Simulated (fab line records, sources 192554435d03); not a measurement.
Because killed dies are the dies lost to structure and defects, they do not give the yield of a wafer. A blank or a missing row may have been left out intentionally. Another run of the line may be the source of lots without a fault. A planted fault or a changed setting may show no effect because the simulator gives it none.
fab line records    flow n5-finfet
record: lots: 24  wafers: 72  last-day: 17
route steps=1938 shown BEOL_M11@1550 BEOL_M12@1613
lots that met no fault: from a run of the same line without faults
start-h: start of the lot's first displayed wafer, in hours after the record's first day    wait-h: hours from the lot's prior step to this one    " the same as in the row above    L1.1+2: one row covering several wafers at once    - either no value or no given start    * or withheld: withheld    < > ~ a bound
route shown NAME@n: NAME is a module with steps in the file, n the number in the route of the first one    usual: mean/standard deviation of fault-free wafers    same: alike in all rows    chamber/n: place in a boat    sites: readings site by site    _std_site: how widely they spread, as a standard deviation    _edge_site: the outer-site mean with the inner-site mean subtracted    radius-mm: for every site, how far away it sits from the centre of the wafer    mask NAME#n: copy n    behind: the most recent tool/chamber to have shaped the wafer    hold: why the lot was held/for how many hours/how that ended    device: the transistor (n, p or np) that didn't switch    end of line: the tests these same wafers got at the end of their route    a step with no rows: only its recipe    killed: at the first sort, the dies lost to defects and structure; wafer yield is something else    map: shows each die of a wafer: x if killed, . if not, _ if none is there
set.NAME: the setting the step ran with; set.NAME@STEP: the setting that earlier step ran with    model.NAME: the simulator's own value behind a step, which no gauge read
a sample of lots followed through the steps of the route, with each step as a table and each wafer as a row
services: from which hour (start-h, from the record's first day; less than 0 if before it) a tool's chamber was out of use, for how many hours, and why
== steps ==
step: N5_BEOL_M11_OVL_MEAS_12
recipe: points-per-wafer: 44
usual: M11_OVL: 0.2/0.69
lot.wafer  tool        chamber  start-h  wait-h  M11_OVL[nm]
L074.1     overlay-01  0        212.33   0.0     1.1
L074.2     "           0        "        "       0.4
L074.4     "           0        "        "       -0.1
L076.1     overlay-01  0        228.81   0.0     0.7
L076.2     "           0        "        "       -0.4
L076.4     "           0        "        "       0.1
L075.3     overlay-02  0        231.46   0.0     0.5
L075.4     "           0        "        "       0.3
L075.6     "           0        "        "       1.5
L077.1     overlay-01  0        239.26   0.0     0.1
L077.2     "           0        "        "       0.1
L077.5     "           0        "        "       0.6
L078.2     overlay-02  0        244.30   0.0     -0.3
L078.3     "           0        "        "       -0.6
L078.5     "           0        "        "       0.4
L079.1     overlay-02  0        251.22   0.0     -1.0
L079.2     "           0        "        "       0.6
L079.6     "           0        "        "       0.3
L080.1     overlay-02  0        256.91   0.0     -0.5
L080.2     "           0        "        "       1.2
L080.4     "           0        "        "       0.2
L081.2     overlay-02  0        256.95   0.0     -0.6
L081.3     "           0        "        "       -0.2
L081.6     "           0        "        "       -1.4
L082.1     overlay-02  0        263.26   0.0     -0.6
L082.2     "           0        "        "       0.2
L082.6     "           0        "        "       0.1
L083.1     overlay-01  0        266.35   0.0     1.9
L083.2     "           0        "        "       1.4
L083.5     "           0        "        "       0.7
L084.2     overlay-01  0        279.21   0.0     0.4
L084.4     "           0        "        "       1.1
L084.5     "           0        "        "       0.6
L085.1     overlay-02  0        282.97   0.0     -0.1
L085.3     "           0        "        "       0.2
L085.5     "           0        "        "       0.7
L086.1     overlay-01  0        285.27   0.0     -0.7
L086.4     "           0        "        "       0.8
L086.5     "           0        "        "       0.7
L087.1     overlay-01  0        304.67   0.0     0.1
L087.4     "           0        "        "       0.4
L087.5     "           0        "        "       1.1
L089.3     overlay-02  0        306.72   0.0     -1.0
L089.4     "           0        "        "       0.1
L089.6     "           0        "        "       -1.2
L088.1     overlay-01  0        314.03   0.0     0.3
L088.3     "           0        "        "       0.5
L088.6     "           0        "        "       0.9
L091.2     overlay-01  0        322.26   0.0     0.1
L091.3     "           0        "        "       -0.1
L091.5     "           0        "        "       0.0
L090.4     overlay-02  0        322.48   0.0     0.1
L090.5     "           0        "        "       -0.6
L090.6     "           0        "        "       -0.1
L092.2     overlay-02  0        328.04   0.0     0.1
L092.4     "           0        "        "       1.3
L092.5     "           0        "        "       0.0
L093.1     overlay-02  0        337.82   0.0     -0.5
L093.5     "           0        "        "       -0.1
L093.6     "           0        "        "       -0.8
L094.2     overlay-01  0        347.14   0.0     1.5
L094.4     "           0        "        "       2.1
L094.6     "           0        "        "       0.8
L095.1     overlay-01  0        350.31   0.0     1.2
L095.3     "           0        "        "       1.0
L095.5     "           0        "        "       0.8
L096.2     overlay-02  0        358.84   0.0     0.4
L096.4     "           0        "        "       -0.4
L096.6     "           0        "        "       -0.5
L097.2     overlay-01  0        361.90   0.0     0.4
L097.3     "           0        "        "       1.3
L097.4     "           0        "        "       1.1
step: N5_BEOL_M11_DESCUM_16
recipe: chemistry: O2  time-s: 7.9  source-power-w: 50  bias-power-w: 20  pressure-mtorr: 20  rf-frequency-hz: 2.712e+07  temp-c: 40  resist: CAR-ArF  o2-flow-sccm: 225
usual: drypump-motor-current-A: 5.5/0.41  oes-product-au: 0.77/0.06  rf-vpp-V: 243.2/1.4  showerhead-plenum-p-Torr: 2.09/0.08  throttle-valve-pct: 20.35/0.19
lot.wafer  tool         chamber  start-h  wait-h  drypump-motor-current-A  oes-product-au  rf-hours-counter-h  rf-vpp-V  showerhead-plenum-p-Torr  throttle-valve-pct
L074.1     rie-diel-02  3        212.39   0.0     5.5                      0.74            159                 243.9     2.17                      20.34
L074.2     "            2        "        "       5.9                      0.71            210                 242.2     2.05                      20.51
L074.4     "            0        "        "       5.0                      0.73            181                 241.2     2.09                      20.53
L076.1     rie-diel-06  1        228.87   0.0     4.7                      0.67            247                 243.5     2.06                      20.53
L076.2     "            3        "        "       5.9                      0.78            154                 239.6     1.92                      20.11
L076.4     "            2        "        "       5.4                      0.82            105                 244.8     2.23                      20.47
L075.3     rie-diel-02  2        231.58   0.1     5.9                      0.71            215                 243.0     2.05                      20.54
L075.4     "            3        "        "       5.5                      0.74            164                 243.6     2.16                      20.33
L075.6     "            3        "        "       5.5                      0.74            -                   244.5     2.16                      20.35
L077.1     rie-diel-02  1        239.32   0.0     6.0                      0.76            164                 239.4     1.98                      20.03
L077.2     "            3        "        "       5.5                      0.73            166                 244.3     2.16                      20.34
L077.5     "            0        "        "       5.0                      0.73            -                   243.4     2.09                      20.53
L078.2     rie-diel-02  3        244.36   0.0     5.5                      0.74            168                 244.9     2.16                      20.36
L078.3     "            2        "        "       5.9                      0.71            219                 241.5     2.05                      20.53
L078.5     "            2        "        "       5.9                      0.71            -                   242.2     2.05                      20.53
L079.1     rie-diel-05  0        251.28   0.0     6.0                      0.81            90                  242.3     2.11                      20.31
L079.2     "            3        "        "       5.2                      0.81            67                  244.6     2.13                      20.43
L079.6     "            2        "        "       5.1                      0.81            -                   245.0     2.21                      20.38
L080.1     rie-diel-02  2        256.97   0.0     5.9                      0.71            224                 243.1     2.05                      20.53
L080.2     "            1        "        "       6.0                      0.76            169                 241.0     1.98                      20.03
L080.4     "            3        "        "       5.5                      0.74            172                 245.8     2.16                      20.37
L081.2     rie-diel-06  2        257.05   0.1     5.4                      0.80            116                 246.5     2.22                      20.49
L081.3     "            0        "        "       5.7                      0.89            39                  242.8     2.11                      20.08
L081.6     "            2        "        "       5.4                      0.80            -                   246.0     2.22                      20.47
L082.1     rie-diel-02  2        263.37   0.1     5.9                      0.70            226                 242.3     2.05                      20.53
L082.2     "            0        "        "       5.1                      0.73            195                 243.2     2.09                      20.52
L082.6     "            1        "        "       6.0                      0.77            -                   241.5     1.98                      20.03
L083.1     rie-diel-02  3        266.40   0.0     5.5                      0.73            176                 245.3     2.16                      20.36
L083.2     "            1        "        "       6.0                      0.75            173                 241.6     1.98                      20.01
L083.5     "            1        "        "       6.1                      0.76            -                   241.7     1.98                      20.03
L084.2     rie-diel-02  1        279.82   0.6     6.0                      0.75            177                 243.0     1.98                      20.03
L084.4     "            0        "        "       5.0                      0.72            201                 242.4     2.09                      20.55
L084.5     "            2        "        "       5.9                      0.70            -                   242.5     2.05                      20.53
L085.1     rie-diel-06  0        283.03   0.0     5.6                      0.89            48                  243.0     2.11                      20.10
L085.3     "            3        "        "       5.9                      0.76            169                 240.7     1.91                      20.12
L085.5     "            2        "        "       5.4                      0.79            -                   243.5     2.22                      20.49
L086.1     rie-diel-06  2        285.33   0.0     5.4                      0.79            125                 243.4     2.22                      20.52
L086.4     "            3        "        "       5.9                      0.76            170                 239.9     1.91                      20.14
L086.5     "            0        "        "       5.6                      0.88            -                   243.9     2.11                      20.10
L087.1     rie-diel-05  2        305.01   0.3     5.1                      0.78            103                 244.6     2.20                      20.39
L087.4     "            0        "        "       6.0                      0.79            107                 242.7     2.10                      20.35
L087.5     "            2        "        "       5.1                      0.79            -                   246.0     2.20                      20.40
L089.3     rie-diel-05  3        306.79   0.0     5.2                      0.79            86                  243.8     2.12                      20.44
L089.4     "            2        "        "       5.1                      0.78            104                 244.5     2.20                      20.38
L089.6     "            1        "        "       5.8                      0.82            -                   244.6     2.13                      20.62
L088.1     rie-diel-02  1        314.09   0.0     6.0                      0.75            187                 241.7     1.98                      20.05
L088.3     "            2        "        "       5.9                      0.69            241                 241.2     2.04                      20.57
L088.6     "            3        "        "       5.5                      0.72            -                   246.0     2.15                      20.39
L091.2     rie-diel-02  3        322.44   0.2     5.5                      0.72            191                 243.5     2.15                      20.39
L091.3     "            1        "        "       6.0                      0.74            189                 241.1     1.98                      20.03
L091.5     "            1        "        "       6.0                      0.74            -                   241.1     1.98                      20.04
L090.4     rie-diel-06  0        322.54   0.0     5.6                      0.87            59                  243.4     2.10                      20.13
L090.5     "            0        "        "       5.6                      0.87            -                   242.9     2.10                      20.11
L090.6     "            1        "        "       4.7                      0.90            -                   242.7     2.05                      20.14
L092.2     rie-diel-05  1        328.10   0.0     5.9                      0.82            86                  245.1     2.13                      20.63
L092.4     "            3        "        "       5.2                      0.78            92                  243.2     2.12                      20.46
L092.5     "            0        "        "       6.1                      0.78            -                   243.6     2.10                      20.34
L093.1     rie-diel-06  0        337.87   0.0     5.7                      0.85            63                  243.6     2.10                      20.12
L093.5     "            1        "        "       4.7                      0.89            -                   241.6     2.05                      20.13
L093.6     "            0        "        "       5.7                      0.85            -                   243.5     2.10                      20.12
L094.2     rie-diel-05  1        347.21   0.0     5.8                      0.81            91                  242.3     2.13                      20.64
L094.4     "            0        "        "       6.0                      0.77            120                 241.5     2.10                      20.35
L094.6     "            1        "        "       5.8                      0.81            -                   243.1     2.13                      20.66
L095.1     rie-diel-05  3        350.45   0.1     5.2                      0.77            97                  241.9     2.12                      20.46
L095.3     "            1        "        "       5.8                      0.82            92                  243.7     2.13                      20.65
L095.5     "            2        "        "       5.1                      0.78            -                   243.7     2.20                      20.41
L096.2     rie-diel-02  3        359.13   0.3     5.5                      0.70            204                 244.2     2.15                      20.39
L096.4     "            3        "        "       5.5                      0.70            -                   245.3     2.15                      20.40
L096.6     "            1        "        "       6.0                      0.74            -                   244.0     1.97                      20.08
L097.2     rie-diel-06  3        361.96   0.0     5.9                      0.74            192                 239.9     1.91                      20.17
L097.3     "            2        "        "       5.4                      0.77            149                 243.8     2.21                      20.53
L097.4     "            0        "        "       5.6                      0.85            72                  242.5     2.10                      20.13
step: N5_BEOL_M11_ALD_74
recipe: material: TaN  target-thk-a: 20  temp-c: 275  ald-precursor-family: PDMAT  ald-co-reactant: NH3  pressure-torr: 3  carrier-flow-sccm: 1500  pulse-time-s: 2  purge-time-s: 3  co-reactant-purge-time-s: 2  co-reactant-pulse-time-s: 3  ald-cycles: 40  precursor-vessel-temp-c: 75  precursor-vessel-pressure-torr: 26.25  precursor-vessel-carrier-sccm: 1000
usual: heater-power-w: 440/55
same: ald-cycles: 40
lot.wafer  tool          chamber  start-h  wait-h  heater-power-w
L074.1     ald-metal-03  0        215.93   0.0     463
L074.2     "             1        "        "       402
L074.4     "             3        "        "       397
L076.1     ald-metal-02  1        232.17   0.3     405
L076.2     "             2        "        "       410
L076.4     "             0        "        "       395
L075.3     ald-metal-02  1        235.72   0.0     405
L075.4     "             3        "        "       445
L075.6     "             0        "        "       396
L077.1     ald-metal-04  1        241.88   0.1     490
L077.2     "             3        "        "       353
L077.5     "             3        "        "       355
L078.2     ald-metal-04  0        247.55   0.1     485
L078.3     "             2        "        "       422
L078.5     "             3        "        "       356
L079.1     ald-metal-04  0        255.17   0.0     501
L079.2     "             2        "        "       425
L079.6     "             0        "        "       502
L081.2     ald-metal-04  0        260.76   0.1     502
L081.3     "             2        "        "       423
L081.6     "             0        "        "       497
L080.1     ald-metal-03  2        260.96   0.1     514
L080.2     "             3        "        "       413
L080.4     "             0        "        "       455
L082.1     ald-metal-04  2        266.60   0.0     420
L082.2     "             1        "        "       498
L082.6     "             3        "        "       344
L083.1     ald-metal-02  2        270.10   0.0     397
L083.2     "             3        "        "       434
L083.5     "             2        "        "       403
L084.2     ald-metal-02  0        281.89   0.0     405
L084.4     "             2        "        "       410
L084.5     "             3        "        "       443
L085.1     ald-metal-03  2        285.60   0.0     537
L085.3     "             0        "        "       468
L085.5     "             2        "        "       538
L086.1     ald-metal-03  0        288.57   0.0     467
L086.4     "             1        "        "       405
L086.5     "             2        "        "       526
L087.1     ald-metal-03  1        307.98   0.0     413
L087.4     "             3        "        "       405
L087.5     "             3        "        "       399
L089.3     ald-metal-03  1        308.98   0.1     412
L089.4     "             2        "        "       518
L089.6     "             2        "        "       514
L088.1     ald-metal-03  2        316.21   0.1     526
L088.3     "             0        "        "       463
L088.6     "             3        "        "       394
L091.2     ald-metal-03  0        325.64   0.1     463
L091.3     "             2        "        "       516
L091.5     "             1        "        "       408
L090.4     ald-metal-02  1        325.76   0.0     416
L090.5     "             2        "        "       399
L090.6     "             3        "        "       446
L092.2     ald-metal-03  2        333.51   0.1     536
L092.4     "             1        "        "       408
L092.5     "             3        "        "       402
L093.1     ald-metal-04  2        340.46   0.1     429
L093.5     "             2        "        "       419
L093.6     "             1        "        "       493
L094.2     ald-metal-04  2        349.68   0.1     423
L094.4     "             3        "        "       353
L094.6     "             1        "        "       500
L095.1     ald-metal-04  1        353.88   0.2     511
L095.3     "             3        "        "       351
L095.5     "             1        "        "       500
L096.2     ald-metal-02  3        361.93   0.1     448
L096.4     "             2        "        "       394
L096.6     "             2        "        "       407
L097.2     ald-metal-04  3        366.20   0.1     358
L097.3     "             0        "        "       487
L097.4     "             1        "        "       491
step: N5_BEOL_M12_OVL_MEAS_11
recipe: points-per-wafer: 44
usual: V11_OVL: 1/4.7
lot.wafer  tool        chamber  start-h  wait-h  V11_OVL[nm]
L074.1     overlay-02  0        218.11   0.0     -3
L074.2     "           0        "        "       -10
L074.4     "           0        "        "       -2
L076.1     overlay-01  0        235.84   0.0     -5
L076.2     "           0        "        "       1
L076.4     "           0        "        "       -4
L075.3     overlay-02  0        238.63   0.0     3
L075.4     "           0        "        "       -1
L075.6     "           0        "        "       3
L077.1     overlay-01  0        244.98   0.0     -1
L077.2     "           0        "        "       -1
L077.5     "           0        "        "       8
L078.2     overlay-01  0        249.82   0.0     1
L078.3     "           0        "        "       4
L078.5     "           0        "        "       1
L079.1     overlay-02  0        258.41   0.0     -2
L079.2     "           0        "        "       3
L079.6     "           0        "        "       10
L081.2     overlay-01  0        263.31   0.0     -6
L081.3     "           0        "        "       1
L081.6     "           0        "        "       -3
L080.1     overlay-01  0        263.47   0.0     -7
L080.2     "           0        "        "       1
L080.4     "           0        "        "       3
L082.1     overlay-01  0        270.41   0.0     -4
L082.2     "           0        "        "       13
L082.6     "           0        "        "       7
L083.1     overlay-02  0        272.18   0.0     -2
L083.2     "           0        "        "       13
L083.5     "           0        "        "       0
L084.2     overlay-02  0        284.14   0.0     6
L084.4     "           0        "        "       2
L084.5     "           0        "        "       -3
L085.1     overlay-01  0        289.73   0.0     -2
L085.3     "           0        "        "       -6
L085.5     "           0        "        "       3
L086.1     overlay-02  0        290.98   0.0     -2
L086.4     "           0        "        "       3
L086.5     "           0        "        "       -6
L087.1     overlay-02  0        310.13   0.0     4
L087.4     "           0        "        "       11
L087.5     "           0        "        "       4
L089.3     overlay-02  0        315.36   0.0     2
L089.4     "           0        "        "       1
L089.6     "           0        "        "       -2
L088.1     overlay-02  0        318.43   0.0     1
L088.3     "           0        "        "       -3
L088.6     "           0        "        "       7
L091.2     overlay-02  0        328.94   0.0     -1
L091.3     "           0        "        "       2
L091.5     "           0        "        "       5
L090.4     overlay-02  0        329.14   0.0     3
L090.5     "           0        "        "       5
L090.6     "           0        "        "       -1
L092.2     overlay-01  0        335.54   0.0     -5
L092.4     "           0        "        "       -9
L092.5     "           0        "        "       -2
L093.1     overlay-02  0        344.36   0.0     0
L093.5     "           0        "        "       -8
L093.6     "           0        "        "       -10
L094.2     overlay-01  0        351.69   0.0     3
L094.4     "           0        "        "       5
L094.6     "           0        "        "       5
L095.1     overlay-02  0        356.88   0.0     1
L095.3     "           0        "        "       -5
L095.5     "           0        "        "       -2
L096.2     overlay-02  0        364.28   0.0     -2
L096.4     "           0        "        "       2
L096.6     "           0        "        "       -2
L097.2     overlay-01  0        368.84   0.0     4
L097.3     "           0        "        "       -2
L097.4     "           0        "        "       7
step: N5_BEOL_M12_ETCH_38
recipe: chemistry: CF4/N2  target: SiCN  target-depth-a: 687  taper-deg: 2  time-s: 73.4  ion-energy-ev: 150  mask-material: SiO2  pressure-mtorr: 40  source-w: 430  bias-w: 70  Ar_flow_sccm: 100  cf4-flow-sccm: 60  n2-flow-sccm: 60
usual: drypump-motor-current-A: 5.6/0.49  oes-product-au: 0.79/0.082  rf-vpp-V: 383.0/2.3  showerhead-plenum-p-Torr: 2.24/0.092  throttle-valve-pct: 15.49/0.19
lot.wafer  tool         chamber  start-h  wait-h  drypump-motor-current-A  oes-product-au  rf-hours-counter-h  rf-vpp-V  showerhead-plenum-p-Torr  throttle-valve-pct
L074.1     rie-diel-03  0        220.55   -       6.3                      0.69            203                 384.3     2.28                      15.81
L074.2     "            1        "        "       5.2                      0.88            71                  386.7     2.34                      15.26
L074.4     "            2        "        "       6.0                      0.77            170                 379.5     2.11                      15.47
L076.1     rie-diel-01  2        240.73   -       5.0                      0.91            40                  385.0     2.35                      15.49
L076.2     "            0        "        "       6.5                      0.80            100                 383.4     2.24                      15.29
L076.4     "            1        "        "       5.7                      0.69            228                 378.9     2.10                      15.50
L075.3     rie-diel-01  2        241.09   -       5.0                      0.89            41                  385.4     2.35                      15.51
L075.4     "            3        "        "       5.7                      0.71            217                 384.5     2.28                      15.59
L075.6     "            0        "        "       6.5                      0.80            -                   383.9     2.24                      15.31
L077.1     rie-diel-01  3        247.87   -       5.7                      0.71            220                 384.4     2.28                      15.60
L077.2     "            0        "        "       6.5                      0.79            103                 383.8     2.24                      15.31
L077.5     "            0        "        "       6.5                      0.80            -                   383.6     2.24                      15.31
L078.2     rie-diel-01  2        255.66   -       5.1                      0.89            47                  384.8     2.35                      15.53
L078.3     "            1        "        "       5.7                      0.69            234                 379.1     2.09                      15.51
L078.5     "            0        "        "       6.5                      0.78            -                   382.5     2.24                      15.31
L079.1     rie-diel-04  3        262.92   -       5.1                      0.72            209                 379.1     2.12                      15.62
L079.2     "            2        "        "       5.1                      0.84            70                  385.1     2.33                      15.23
L079.6     "            0        "        "       5.5                      0.85            -                   387.3     2.35                      15.49
L081.2     rie-diel-01  1        265.48   -       5.8                      0.68            238                 379.8     2.09                      15.51
L081.3     "            0        "        "       6.5                      0.78            110                 381.5     2.24                      15.34
L081.6     "            0        "        "       6.5                      0.79            -                   382.8     2.24                      15.33
L080.1     rie-diel-04  3        265.64   -       5.0                      0.72            210                 379.3     2.12                      15.65
L080.2     "            0        "        "       5.5                      0.85            48                  386.0     2.35                      15.48
L080.4     "            1        "        "       5.9                      0.90            41                  381.8     2.14                      15.24
L082.1     rie-diel-03  0        274.19   -       6.3                      0.67            228                 383.7     2.27                      15.84
L082.2     "            2        "        "       6.0                      0.75            195                 378.3     2.10                      15.50
L082.6     "            3        "        "       5.6                      0.65            -                   385.1     2.27                      16.03
L083.1     rie-diel-04  2        274.49   -       5.1                      0.84            74                  383.8     2.33                      15.21
L083.2     "            0        "        "       5.6                      0.84            51                  384.1     2.35                      15.48
L083.5     "            3        "        "       5.1                      0.71            -                   380.6     2.11                      15.64
L084.2     rie-diel-04  2        288.14   -       5.1                      0.84            78                  384.3     2.32                      15.24
L084.4     "            1        "        "       5.8                      0.88            49                  379.1     2.14                      15.26
L084.5     "            0        "        "       5.5                      0.83            -                   386.5     2.34                      15.50
L085.1     rie-diel-03  2        291.62   -       6.0                      0.74            201                 381.6     2.10                      15.52
L085.3     "            0        "        "       6.3                      0.66            235                 383.2     2.27                      15.85
L085.5     "            2        "        "       6.0                      0.74            -                   381.3     2.10                      15.53
L086.1     rie-diel-04  0        293.01   -       5.5                      0.82            58                  385.5     2.34                      15.51
L086.4     "            1        "        "       5.8                      0.88            51                  380.9     2.14                      15.26
L086.5     "            3        "        "       5.0                      0.70            -                   380.9     2.11                      15.65
L087.1     rie-diel-01  0        313.97   -       6.5                      0.76            127                 383.0     2.23                      15.34
L087.4     "            3        "        "       5.7                      0.69            -                   383.7     2.27                      15.65
L087.5     "            0        "        "       6.5                      0.76            -                   381.7     2.23                      15.37
L089.3     rie-diel-01  3        318.88   -       5.7                      0.69            247                 384.8     2.27                      15.64
L089.4     "            0        "        "       6.5                      0.75            -                   381.4     2.23                      15.37
L089.6     "            2        "        "       5.0                      0.85            -                   383.9     2.34                      15.55
L088.1     rie-diel-04  3        322.36   -       5.0                      0.70            229                 379.5     2.11                      15.69
L088.3     "            1        "        "       5.8                      0.85            62                  380.6     2.14                      15.28
L088.6     "            3        "        "       5.0                      0.70            -                   379.1     2.11                      15.68
L091.2     rie-diel-01  0        332.89   -       6.5                      0.75            134                 381.9     2.23                      15.37
L091.3     "            2        "        "       5.0                      0.84            73                  385.4     2.34                      15.57
L091.5     "            0        "        "       6.5                      0.76            -                   383.7     2.23                      15.37
L090.4     rie-diel-03  3        333.13   -       5.6                      0.93            13                  384.5     2.26                      15.55
L090.5     "            0        "        "       6.2                      0.66            -                   383.2     2.26                      15.88
L090.6     "            1        "        "       5.1                      0.81            -                   385.3     2.32                      15.35
L092.2     rie-diel-03  1        339.42   -       5.2                      0.82            123                 384.0     2.32                      15.37
L092.4     "            1        "        "       5.2                      0.82            -                   383.8     2.32                      15.35
L092.5     "            3        "        "       5.6                      0.93            -                   384.9     2.26                      15.56
L093.1     rie-diel-03  3        346.87   -       5.6                      0.90            20                  383.4     2.26                      15.55
L093.5     "            1        "        "       5.1                      0.80            -                   385.0     2.32                      15.37
L093.6     "            2        "        "       6.0                      0.72            -                   379.4     2.09                      15.56
L094.2     rie-diel-04  0        355.09   -       5.6                      0.81            77                  384.6     2.34                      15.54
L094.4     "            2        "        "       5.1                      0.81            101                 385.3     2.32                      15.27
L094.6     "            3        "        "       5.0                      0.70            -                   380.2     2.10                      15.69
L095.1     rie-diel-03  3        358.83   -       5.6                      0.91            25                  383.3     2.26                      15.58
L095.3     "            2        "        "       6.0                      0.72            230                 380.4     2.09                      15.57
L095.5     "            3        "        "       5.6                      0.90            -                   382.7     2.26                      15.57
L096.2     rie-diel-03  3        367.72   -       5.6                      0.90            28                  382.5     2.26                      15.57
L096.4     "            0        "        "       6.3                      0.93            7                   383.7     2.26                      15.41
L096.6     "            1        "        "       5.2                      0.80            -                   385.3     2.31                      15.38
L097.2     rie-diel-01  2        373.48   -       5.1                      0.83            90                  385.6     2.33                      15.60
L097.3     "            3        "        "       5.7                      0.93            8                   383.3     2.27                      15.15
L097.4     "            1        "        "       5.8                      0.91            21                  385.6     2.35                      15.06
step: N5_BEOL_M12_DEGAS_41
recipe: ambient: vacuum  temp-c: 250  time-s: 60
usual: heater-power-w: 325/38
lot.wafer  tool            chamber  start-h  wait-h  heater-power-w
L074.1     pvd-sputter-01  -        220.74   0.0     350
L074.2     "               -        "        "       285
L074.4     "               -        "        "       302
L076.1     pvd-sputter-01  -        241.11   0.2     304
L076.2     "               -        "        "       359
L076.4     "               -        "        "       289
L075.3     pvd-sputter-01  -        241.43   0.2     294
L075.4     "               -        "        "       354
L075.6     "               -        "        "       347
L077.1     pvd-sputter-01  -        248.12   0.1     305
L077.2     "               -        "        "       332
L077.5     "               -        "        "       351
L078.2     pvd-sputter-03  -        256.03   0.2     296
L078.3     "               -        "        "       352
L078.5     "               -        "        "       344
L079.1     pvd-sputter-02  -        263.48   0.4     285
L079.2     "               -        "        "       292
L079.6     "               -        "        "       356
L081.2     pvd-sputter-02  -        265.98   0.3     356
L081.3     "               -        "        "       290
L081.6     "               -        "        "       290
L080.1     pvd-sputter-03  -        266.18   0.4     305
L080.2     "               -        "        "       347
L080.4     "               -        "        "       290
L082.1     pvd-sputter-01  -        274.58   0.2     292
L082.2     "               -        "        "       346
L082.6     "               -        "        "       367
L083.1     pvd-sputter-03  -        274.80   0.1     347
L083.2     "               -        "        "       304
L083.5     "               -        "        "       295
L084.2     pvd-sputter-03  -        288.55   0.2     422
L084.4     "               -        "        "       307
L084.5     "               -        "        "       334
L085.1     pvd-sputter-01  -        292.24   0.5     299
L085.3     "               -        "        "       346
L085.5     "               -        "        "       305
L086.1     pvd-sputter-02  -        293.95   0.8     290
L086.4     "               -        "        "       348
L086.5     "               -        "        "       280
L087.1     pvd-sputter-03  -        314.56   0.4     413
L087.4     "               -        "        "       289
L087.5     "               -        "        "       302
L089.3     pvd-sputter-03  -        321.76   2.7     308
L089.4     "               -        "        "       295
L089.6     "               -        "        "       300
L088.1     pvd-sputter-01  -        322.59   0.1     364
L088.3     "               -        "        "       305
L088.6     "               -        "        "       365
L091.2     pvd-sputter-01  -        333.41   0.4     351
L091.3     "               -        "        "       296
L091.5     "               -        "        "       349
L090.4     pvd-sputter-03  -        333.55   0.3     302
L090.5     "               -        "        "       350
L090.6     "               -        "        "       302
L092.2     pvd-sputter-03  -        339.81   0.2     334
L092.4     "               -        "        "       305
L092.5     "               -        "        "       305
L093.1     pvd-sputter-02  -        347.55   0.5     357
L093.5     "               -        "        "       293
L093.6     "               -        "        "       359
L094.2     pvd-sputter-01  -        355.49   0.2     304
L094.4     "               -        "        "       296
L094.6     "               -        "        "       354
L095.1     pvd-sputter-01  -        359.11   0.1     293
L095.3     "               -        "        "       359
L095.5     "               -        "        "       289
L096.2     pvd-sputter-02  -        368.13   0.2     286
L096.4     "               -        "        "       276
L096.6     "               -        "        "       288
L097.2     pvd-sputter-01  -        374.05   0.4     284
L097.3     "               -        "        "       301
L097.4     "               -        "        "       358
== services ==
tool            chamber  start-h  hours  kind
rie-diel-03     3        194.43   6.1    repair
rie-diel-05     2        208.68   3.8    repair
rie-diel-04     1        218.01   6.0    repair
rie-diel-05     0        221.63   2.8    repair
rie-diel-06     3        272.94   8.2    repair
ald-metal-02    -        287.14   14.6   pm
ald-metal-03    2        291.81   8.0    repair
rie-diel-05     2        292.50   6.9    repair
rie-diel-01     2        299.64   2.8    repair
ald-metal-04    -        315.48   5.0    repair
rie-diel-06     3        335.24   4.3    repair
pvd-sputter-02  -        335.77   2.8    repair
ald-metal-03    -        337.64   14.0   pm
pvd-sputter-01  -        342.33   3.2    repair
rie-diel-06     1        347.84   8.6    repair
ald-metal-04    2        350.64   28.7   repair
ald-metal-03    -        351.64   2.8    pm
ald-metal-02    -        357.86   1.0    repair
rie-diel-06     -        358.55   0.9    repair
rie-diel-05     1        359.64   5.6    repair
pvd-sputter-02  -        362.69   0.6    repair
rie-diel-05     -        365.21   1.2    repair
rie-diel-04     3        366.32   7.2    repair
ald-metal-03    -        373.88   6.0    pm
== key ==
fault none
